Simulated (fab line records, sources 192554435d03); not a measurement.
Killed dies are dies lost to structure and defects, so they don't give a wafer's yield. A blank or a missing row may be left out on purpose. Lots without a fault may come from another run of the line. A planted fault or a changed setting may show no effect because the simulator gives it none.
Problem report in the 8D (eight disciplines) form, filled by code | flow n5_finfet | the parts of the form that need people (team, actions taken, sign-off) are left out

1. THE PROBLEM
spin_speed_rpm at N5_PMOS_HMC_CHANNEL_EPI_COAT_31 reads a mean of 1535.9 rpm on 9 wafers of 3 lots; wafers without a fault read 1500.1 rpm with a standard deviation of 1. That is +36 standard deviations from the usual mean.
The step: time 60 s, resist thk 66 nm.
First seen on wafer L511.4, day 5 23:07, on litho_track-02. The record holds 30 wafers of 10 lots with a number at this step. Rule for "out", or "out of limits": more than 4 standard deviations from the usual mean. The other wafers with a number count as sound.

2. WHAT IT IS AND WHAT IT IS NOT
question                    | is                     | is not
which readings at this step | spin_speed_rpm         | -
which lots                  | L511, L512, L513       | L499, L501, L505, L506, L507, L510, L516
which wafers of those lots  | all that have a number | -
read on which tools         | litho_track-02         | litho_track-04, litho_track-05
when                        | from day 5 23:07       | up to then (18 sound wafers); but 3 sound wafers of L516 came after

3. SUSPECTS, AND WHAT RULES EACH OUT
Counting: a tool at a process step up to the reading stays a suspect if it ran every lot that is out and no sound lot after the first of them.
- litho_track-02 at N5_PMOS_HMC_CHANNEL_EPI_COAT_31 (time 60 s, resist thk 66 nm): kept. It ran every lot that is out, first L511 (day 5 23:07), and no sound lot after that; its last sound lot up to then is L507 (day 4 23:01). Its own readings are out on those wafers: spin_speed_rpm.
Left after counting: litho_track-02 at N5_PMOS_HMC_CHANNEL_EPI_COAT_31.

4. THE CAUSE (what the simulator had put in)
Process parameter drift: litho_track-02, from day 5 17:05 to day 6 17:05, at N5_PMOS_HMC_CHANNEL_EPI_COAT_31. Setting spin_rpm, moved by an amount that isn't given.
Counting left only this tool.

5. THE CHAIN OF EFFECTS, in route order
Each row: a reading whose mean over the struck wafers that have a number lies more than 3 standard deviations from the usual. Only readings for which the record gives a usual standard deviation are gone through. hours: the time from each lot's start at the first step in this table that gives one to its start at this step, as a median over the lots. sigmas: the change in usual standard deviations.
hours | step                            | reading        | usual      | on struck wafers | change | sigmas
0     | N5_PMOS_HMC_CHANNEL_EPI_COAT_31 | spin_speed_rpm | 1500.1 rpm | 1535.9           | +35.8  | +36
The process steps in it:
- N5_PMOS_HMC_CHANNEL_EPI_COAT_31: time 60 s, resist thk 66 nm.
Later measuring or inspecting steps at which every struck wafer that the step has a row for has a number for every such reading, and none has moved that far: N5_BEOL_M4_RC_MEAS_101.

6. WHAT WOULD HAVE CAUGHT IT SOONER
In this record the first reading out of limits was taken at day 5 23:07, 6 hours after the fault began at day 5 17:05.
